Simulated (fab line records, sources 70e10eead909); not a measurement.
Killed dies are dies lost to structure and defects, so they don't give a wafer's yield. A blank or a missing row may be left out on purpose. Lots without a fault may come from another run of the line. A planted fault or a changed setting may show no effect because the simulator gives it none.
Which tool did it? | flow nand_harc | 13 lots, 39 wafers sampled, at 5 steps of a route of 1302

WHAT THE GAUGES READ, wafer by wafer
NHARC_A_ONON_D2_THK_MEAS_05: measures by ellipsometry. Usual: thk_nm 998 nm, standard deviation 8.7.
lot  | measured     | on            | thk_nm (nm)    | flag
L283 | day 12 19:36 | film_metro-02 | 1007 1006 1006 |
L284 | day 12 19:46 | film_metro-01 | 998 996 996    |
L285 | day 13 02:17 | film_metro-01 | 997 998 998    |
L287 | day 13 23:43 | film_metro-01 | 976 976 976    |
L288 | day 14 05:18 | film_metro-01 | 1002 1002 1001 |
L290 | day 15 12:50 | film_metro-02 | 994 995 995    |
L293 | day 16 09:39 | film_metro-01 | 1000 1000 998  |
L297 | day 18 05:03 | film_metro-02 | 993 990 991    |
L301 | day 20 03:50 | film_metro-01 | 1002 1002 1002 |
L303 | day 20 17:45 | film_metro-01 | 1003 1003 1001 |
L306 | day 21 16:36 | film_metro-01 | 1003 1000 1002 |
L304 | day 21 16:27 | film_metro-02 | 1000 1001 1001 |
L305 | day 22 03:26 | film_metro-02 | 1000 1001 1001 |

NHARC_A_ONON_D2_THK_MEAS_08: measures by ellipsometry. Usual: thk_nm 998 nm, standard deviation 9.6.
lot  | measured     | on            | thk_nm (nm)    | flag
L283 | day 12 20:10 | film_metro-01 | 998 999 998    |
L284 | day 12 20:20 | film_metro-02 | 995 994 995    |
L285 | day 13 02:50 | film_metro-01 | 992 991 992    |
L287 | day 14 00:17 | film_metro-02 | 995 998 996    |
L288 | day 14 05:52 | film_metro-02 | 1009 1010 1009 |
L290 | day 15 13:24 | film_metro-02 | 1003 1002 1002 |
L293 | day 16 10:13 | film_metro-01 | 999 999 998    |
L297 | day 18 05:37 | film_metro-01 | 1003 1511 1002 | OFF
L301 | day 20 04:25 | film_metro-01 | 993 994 993    |
L303 | day 20 18:19 | film_metro-01 | 1009 1009 1009 |
L306 | day 21 17:10 | film_metro-01 | 985 985 985    |
L304 | day 21 17:01 | film_metro-02 | 1020 1019 1019 |
L305 | day 22 03:59 | film_metro-01 | 1017 1020 1016 |

NHARC_A_ONON_D2_THK_MEAS_27: measures by ellipsometry. Usual: thk_nm 999 nm, standard deviation 6.8.
lot  | measured     | on            | thk_nm (nm)    | flag
L283 | day 13 06:22 | film_metro-01 | 982 981 982    |
L284 | day 13 06:22 | film_metro-02 | 1008 1008 1008 |
L285 | day 13 13:42 | film_metro-02 | 1009 1010 1011 |
L287 | day 14 11:06 | film_metro-02 | 1002 1004 1003 |
L288 | day 14 18:06 | film_metro-01 | 1000 998 998   |
L290 | day 16 00:07 | film_metro-02 | 999 999 999    |
L293 | day 16 20:44 | film_metro-01 | 1013 1012 1012 |
L297 | day 18 15:48 | film_metro-02 | 993 994 991    |
L301 | day 20 15:25 | film_metro-01 | 1001 1001 1001 |
L303 | day 21 04:51 | film_metro-01 | 1002 1002 1003 |
L306 | day 22 03:34 | film_metro-02 | 995 995 995    |
L304 | day 22 03:34 | film_metro-01 | 994 997 996    |
L305 | day 22 14:10 | film_metro-01 | 993 993 992    |

WHICH TOOL RAN EACH LOT (tool, then ch and the chambers of the sampled wafers, then the start)
lot  | NHARC_A_CHANNEL_FILL_D1_ALD_25   | NHARC_A_ONON_D2_DEP_06
L283 | ald_hk-04 ch 0,1,2, day 10 16:22 | pecvd_onon-04 ch 0, day 12 19:40
L284 | ald_hk-01 ch 0,1,2, day 10 19:44 | pecvd_onon-03 ch 0, day 12 19:49
L285 | ald_hk-04 ch 1,2, day 11 04:30   | pecvd_onon-03 ch 0, day 13 02:20
L287 | ald_hk-01 ch 0,1,3, day 12 00:21 | pecvd_onon-02 ch 0, day 13 23:47
L288 | ald_hk-02 ch 0,1, day 12 04:25   | pecvd_onon-03 ch 0, day 14 05:25
L290 | ald_hk-02 ch 0,3, day 13 14:54   | pecvd_onon-02 ch 0, day 15 12:56
L293 | ald_hk-02 ch 0,1, day 14 09:01   | pecvd_onon-04 ch 0, day 16 09:50
L297 | ald_hk-01 ch 0,1,2, day 16 07:16 | pecvd_onon-02 ch 0, day 18 05:07
L301 | ald_hk-01 ch 0,3, day 18 01:05   | pecvd_onon-04 ch 0, day 20 04:04
L303 | ald_hk-04 ch 0,1,2, day 18 20:25 | pecvd_onon-04 ch 0, day 20 17:49
L306 | ald_hk-02 ch 0,3, day 19 19:32   | pecvd_onon-03 ch 0, day 21 16:43
L304 | ald_hk-04 ch 0,1,3, day 19 19:32 | pecvd_onon-02 ch 0, day 21 16:31
L305 | ald_hk-01 ch 0,2,3, day 19 20:10 | pecvd_onon-02 ch 0, day 22 03:32
- NHARC_A_CHANNEL_FILL_D1_ALD_25: deposits SiOx, target thk 60 nm, pulse time 10 s, ald cycles 600.
- NHARC_A_ONON_D2_DEP_06: target thk 1000 nm.

WHAT THE TOOLS THEMSELVES READ (means of the sampled wafers that have a number; where no wafer has one, the mark that the record gives instead)
NHARC_A_CHANNEL_FILL_D1_ALD_25. Usual: heater_power_outer_w 271 W, standard deviation 25; heater_power_w 482 W, standard deviation 39; precursor_pulse_height_rel 0.999, standard deviation 0.02.
lot  | tool      | heater_power_outer_w (W) | heater_power_w (W) | precursor_pulse_height_rel | flag
L283 | ald_hk-04 | 278                      | 466                | 1.006                      |
L284 | ald_hk-01 | 266                      | 469                | 0.998                      |
L285 | ald_hk-04 | 257                      | 456                | 1.005                      |
L287 | ald_hk-01 | 268                      | 481                | 1.000                      |
L288 | ald_hk-02 | 238                      | 473                | 1.014                      |
L290 | ald_hk-02 | 248                      | 481                | 1.002                      |
L293 | ald_hk-02 | 255                      | 503                | 0.967                      |
L297 | ald_hk-01 | 271                      | 490                | 0.997                      |
L301 | ald_hk-01 | 289                      | 498                | 1.003                      |
L303 | ald_hk-04 | 270                      | 461                | 1.008                      |
L306 | ald_hk-02 | 258                      | 529                | 1.004                      |
L304 | ald_hk-04 | 284                      | 478                | 0.979                      |
L305 | ald_hk-01 | 278                      | 503                | 1.001                      |

THE ANSWER, worked out from the rows above alone
Rule: a lot is off if the mean of its wafers that have a number lies more than 3 standard deviations from the usual mean. A lot without any number at a reading at which 4 lots or more have one is off too. The other lots that the step has rows for count as sound. The gauges are gone through in route order, then the tools' own readings, and for those a lot's mean is taken as printed above. The first step at which some lot is off is used, and at that step the reading that is off furthest; a lot without a number counts as furthest.
Off: L297, at NHARC_A_ONON_D2_THK_MEAS_08 (thk_nm).
A tool fits if, at a process step before that reading, it ran every lot that is off, and no sound lot after the first of them. The gauges at NHARC_A_ONON_D2_THK_MEAS_08 are tried like those tools. None of those tried fits.

WHAT THE SIMULATOR HAD PUT IN
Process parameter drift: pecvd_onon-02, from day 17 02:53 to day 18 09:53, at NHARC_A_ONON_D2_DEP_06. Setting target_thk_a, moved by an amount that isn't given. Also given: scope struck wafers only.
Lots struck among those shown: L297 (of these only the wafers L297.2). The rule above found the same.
